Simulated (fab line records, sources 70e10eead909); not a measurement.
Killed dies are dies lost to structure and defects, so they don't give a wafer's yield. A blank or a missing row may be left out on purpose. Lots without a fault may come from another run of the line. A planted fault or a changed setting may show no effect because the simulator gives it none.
Which tool did it? | flow nand_harc | 13 lots, 39 wafers sampled, at 5 steps of a route of 1302

WHAT THE GAUGES READ, wafer by wafer
NHARC_END_SORT_01. Usual: killed_at_array 52, standard deviation 20; killed_at_other 1.0, standard deviation 1.3; killed_at_periphery 3.7, standard deviation 2.2; killed_dies 57, standard deviation 20; killed_open 3.2, standard deviation 1.6; killed_short 2.4, standard deviation 1.6.
lot  | measured     | on        | killed_at_array | killed_at_other | killed_at_periphery | killed_dies | killed_open | killed_short | flag
L535 | day 24 12:26 | prober-01 | 48 48 48        | 1 3 0           | 2 3 4               | 51 54 52    | 2 4 6       | 3 3 7        |
L537 | day 25 01:58 | prober-02 | 53 47 54        | 0 0 0           | 2 2 2               | 55 49 56    | 0 3 4       | 3 2 3        |
L538 | day 26 17:32 | prober-02 | 67 54 59        | 0 1 0           | 5 2 9               | 72 57 68    | 6 3 3       | 2 1 1        |
L539 | day 26 16:48 | prober-01 | 23 16 16        | 0 0 1           | 1 1 2               | 24 17 19    | 1 1 3       | 1 2 3        |
L542 | day 27 08:38 | prober-02 | 23 20 28        | 4 0 1           | 3 5 1               | 30 25 30    | 3 5 5       | 0 4 1        |
L550 | day 31 01:32 | prober-01 | 673 675 670     | 2 0 2           | 2 2 5               | 677 677 677 | 2 1 3       | 1 4 2        | OFF
L549 | day 30 17:19 | prober-02 | 675 667 673     | 0 0 0           | 2 10 4              | 677 677 677 | 1 4 4       | 0 4 2        | OFF
L552 | day 31 07:44 | prober-01 | 80 77 68        | 1 0 0           | 6 10 8              | 87 87 76    | 3 5 2       | 1 4 3        |
L551 | day 30 23:29 | prober-02 | 672 673 670     | 0 0 1           | 5 4 6               | 677 677 677 | 3 3 3       | 1 5 2        | OFF
L553 | day 32 04:54 | prober-02 | 59 53 64        | 1 1 2           | 2 3 5               | 62 57 71    | 4 2 5       | 2 0 0        |
L555 | day 33 10:22 | prober-01 | 49 47 46        | 5 1 1           | 1 4 3               | 55 52 50    | 4 3 2       | 4 0 2        |
L556 | day 33 11:07 | prober-02 | 23 26 21        | 0 0 2           | 5 5 4               | 28 31 27    | 4 1 3       | 2 0 2        |
L557 | day 34 08:01 | prober-01 | 60 40 62        | 0 1 0           | 3 4 5               | 63 45 67    | 3 1 5       | 4 2 3        |

WHICH TOOL RAN EACH LOT (tool, then ch and the chambers of the sampled wafers, then the start)
lot  | NHARC_A_CHANNEL_FILL_D2_ETCHBACK_19 | NHARC_A_CHANNEL_FILL_D2_ETCHBACK_20 | NHARC_A_CHANNEL_FILL_D2_ALD_25   | NHARC_A_CHANNEL_FILL_D2_CMP_10
L535 | rie_si-06 ch 0,1,2, day 14 13:20    | rie_diel-11 ch 0,2,3, day 14 13:28  | ald_hk-02 ch 0,1, day 15 00:47   | cmp-01 ch 0,1,2, day 15 12:13
L537 | rie_si-06 ch 0,2,3, day 15 14:25    | rie_diel-11 ch 0,1,3, day 15 14:32  | ald_hk-02 ch 0,1,3, day 16 02:27 | cmp-01 ch 1,2,3, day 16 13:44
L538 | rie_si-02 ch 1,2, day 16 05:18      | rie_diel-09 ch 0,2, day 16 05:26    | ald_hk-04 ch 0,2, day 16 16:50   | cmp-03 ch 1,2, day 17 04:08
L539 | rie_si-04 ch 2,3, day 16 09:35      | rie_diel-13 ch 0,1,3, day 16 09:42  | ald_hk-01 ch 0,1,2, day 16 22:22 | cmp-03 ch 0,3, day 17 09:44
L542 | rie_si-04 ch 0,1,2, day 17 05:34    | rie_diel-13 ch 2,3, day 17 05:41    | ald_hk-01 ch 0,1,3, day 17 21:39 | cmp-01 ch 0,1, day 18 07:40
L550 | rie_si-06 ch 0,3, day 20 21:40      | rie_diel-11 ch 0,1,3, day 20 21:49  | ald_hk-04 ch 0,1,3, day 21 11:06 | cmp-01 ch 0,2,3, day 21 21:21
L549 | rie_si-04 ch 0,1,2, day 20 21:40    | rie_diel-13 ch 0,2,3, day 20 21:49  | ald_hk-01 ch 1,2,3, day 21 11:04 | cmp-04 ch 1,3, day 21 21:16
L552 | rie_si-06 ch 0,3, day 21 10:19      | rie_diel-09 ch 0,1,3, day 21 10:27  | ald_hk-04 ch 0,3, day 22 01:02   | cmp-01 ch 2,3, day 22 12:16
L551 | rie_si-02 ch 1,2,3, day 21 10:20    | rie_diel-13 ch 1,2,3, day 21 10:26  | ald_hk-01 ch 0,1,3, day 22 01:02 | cmp-04 ch 0,1,2, day 22 12:21
L553 | rie_si-04 ch 1,2,3, day 22 02:58    | rie_diel-11 ch 0,1,3, day 22 03:04  | ald_hk-01 ch 0,2,3, day 22 15:25 | cmp-01 ch 0,1, day 23 02:14
L555 | rie_si-04 ch 0,1,3, day 23 13:04    | rie_diel-13 ch 0,1,3, day 23 13:11  | ald_hk-04 ch 0,1,3, day 24 01:40 | cmp-03 ch 0,1,3, day 24 13:01
L556 | rie_si-06 ch 0,1,3, day 23 13:05    | rie_diel-11 ch 0,1,2, day 23 13:11  | ald_hk-01 ch 1,2,3, day 24 02:55 | cmp-04 ch 1,2,3, day 24 13:06
L557 | rie_si-02 ch 0,2, day 24 04:17      | rie_diel-11 ch 0,1,2, day 24 04:24  | ald_hk-04 ch 0,1,2, day 24 17:35 | cmp-01 ch 0,2, day 25 03:40
- NHARC_A_CHANNEL_FILL_D2_ETCHBACK_19: etches the open film in HBr/Cl2, target depth 5 nm, time 1.7 s.
- NHARC_A_CHANNEL_FILL_D2_ETCHBACK_20: etches the open film in C4F8/O2/Ar, target depth 27 nm, time 13.5 s.
- NHARC_A_CHANNEL_FILL_D2_ALD_25: deposits SiOx, target thk 60 nm, pulse time 10 s, ald cycles 600.
- NHARC_A_CHANNEL_FILL_D2_CMP_10: polishes, target thk 150 nm.

WHAT THE TOOLS THEMSELVES READ (means of the sampled wafers that have a number; where no wafer has one, the mark that the record gives instead)
NHARC_A_CHANNEL_FILL_D2_ETCHBACK_19. Usual: drypump_motor_current_A 5.9 A, standard deviation 0.42; oes_product_au 1.001 a.u., standard deviation 0.0071; throttle_valve_pct 26.406 %, standard deviation 0.0089.
lot  | tool      | drypump_motor_current_A (A) | oes_product_au (a.u.) | throttle_valve_pct (%) | flag
L535 | rie_si-06 | 6.2                         | 0.998                 | 26.406                 |
L537 | rie_si-06 | 6.1                         | 1.008                 | 26.406                 |
L538 | rie_si-02 | 5.7                         | 0.994                 | 26.409                 |
L539 | rie_si-04 | 5.8                         | 1.005                 | 26.412                 |
L542 | rie_si-04 | 5.8                         | 0.998                 | 26.403                 |
L550 | rie_si-06 | 6.2                         | 1.010                 | 26.404                 |
L549 | rie_si-04 | 5.8                         | 1.005                 | 26.410                 |
L552 | rie_si-06 | 6.2                         | 1.011                 | 26.406                 |
L551 | rie_si-02 | 5.4                         | 0.998                 | 26.404                 |
L553 | rie_si-04 | 5.9                         | 1.002                 | 26.407                 |
L555 | rie_si-04 | 5.9                         | 1.005                 | 26.400                 |
L556 | rie_si-06 | 6.3                         | 1.004                 | 26.402                 |
L557 | rie_si-02 | 5.4                         | 1.003                 | 26.400                 |

NHARC_A_CHANNEL_FILL_D2_ETCHBACK_20. Usual: oes_product_au 0.986 a.u., standard deviation 0.024; rf_vpp_V 979 V, standard deviation 4.9.
lot  | tool        | oes_product_au (a.u.) | rf_vpp_V (V) | flag
L535 | rie_diel-11 | 0.975                 | 977          |
L537 | rie_diel-11 | 0.988                 | 978          |
L538 | rie_diel-09 | 1.001                 | 977          |
L539 | rie_diel-13 | 0.998                 | 983          |
L542 | rie_diel-13 | 0.989                 | 979          |
L550 | rie_diel-11 | 0.987                 | 979          |
L549 | rie_diel-13 | 0.949                 | 981          |
L552 | rie_diel-09 | 1.007                 | 976          |
L551 | rie_diel-13 | 1.002                 | 982          |
L553 | rie_diel-11 | 1.003                 | 979          |
L555 | rie_diel-13 | 1.003                 | 982          |
L556 | rie_diel-11 | 0.925                 | 976          |
L557 | rie_diel-11 | 1.004                 | 976          |

NHARC_A_CHANNEL_FILL_D2_ALD_25. Usual: heater_power_outer_w 263 W, standard deviation 25; heater_power_w 474 W, standard deviation 54; precursor_pulse_height_rel 0.999, standard deviation 0.02.
lot  | tool      | heater_power_outer_w (W) | heater_power_w (W) | precursor_pulse_height_rel | flag
L535 | ald_hk-02 | 263                      | 472                | 0.997                      |
L537 | ald_hk-02 | 275                      | 485                | 1.003                      |
L538 | ald_hk-04 | 271                      | 514                | 0.994                      |
L539 | ald_hk-01 | 253                      | 449                | 0.993                      |
L542 | ald_hk-01 | 254                      | 483                | 1.001                      |
L550 | ald_hk-04 | -                        | -                  | -                          | OFF
L549 | ald_hk-01 | -                        | -                  | -                          | OFF
L552 | ald_hk-04 | 265                      | 491                | 1.010                      |
L551 | ald_hk-01 | -                        | -                  | -                          | OFF
L553 | ald_hk-01 | 264                      | 475                | 0.979                      |
L555 | ald_hk-04 | 240                      | 441                | 0.983                      |
L556 | ald_hk-01 | 263                      | 493                | 0.992                      |
L557 | ald_hk-04 | 252                      | 460                | 0.986                      |

NHARC_A_CHANNEL_FILL_D2_CMP_10. Usual: motor_current_A 12.4 A, standard deviation 0.64; time_to_endpoint_s 15.7 s, standard deviation 2.2.
lot  | tool   | motor_current_A (A) | time_to_endpoint_s (s) | flag
L535 | cmp-01 | 12.2                | 13.8                   |
L537 | cmp-01 | 12.0                | 18.3                   |
L538 | cmp-03 | 13.3                | 19.1                   |
L539 | cmp-03 | 12.0                | 15.6                   |
L542 | cmp-01 | 12.1                | 14.9                   |
L550 | cmp-01 | 11.7                | 16.2                   |
L549 | cmp-04 | 12.5                | 13.8                   |
L552 | cmp-01 | 12.1                | 16.9                   |
L551 | cmp-04 | 12.2                | 15.4                   |
L553 | cmp-01 | 12.4                | 14.5                   |
L555 | cmp-03 | 12.8                | 13.3                   |
L556 | cmp-04 | 13.0                | 14.4                   |
L557 | cmp-01 | 12.1                | 14.7                   |

THE ANSWER, worked out from the rows above alone
Rule: a lot is off if the mean of its wafers that have a number lies more than 3 standard deviations from the usual mean. A lot without any number at a reading at which 4 lots or more have one is off too. The other lots that the step has rows for count as sound. The gauges are gone through in route order, then the tools' own readings, and for those a lot's mean is taken as printed above. The first step at which some lot is off is used, and at that step the reading that is off furthest; a lot without a number counts as furthest.
Off: L550, L549, L551, at NHARC_END_SORT_01 (killed_at_array).
A tool fits if, at a process step before that reading, it ran every lot that is off, and no sound lot after the first of them. The gauges at NHARC_END_SORT_01 aren't tried: what is off there is off at NHARC_A_CHANNEL_FILL_D2_ALD_25 too, on other tools, and a gauge's error can't cause that. None of those tried fits.

WHAT THE SIMULATOR HAD PUT IN
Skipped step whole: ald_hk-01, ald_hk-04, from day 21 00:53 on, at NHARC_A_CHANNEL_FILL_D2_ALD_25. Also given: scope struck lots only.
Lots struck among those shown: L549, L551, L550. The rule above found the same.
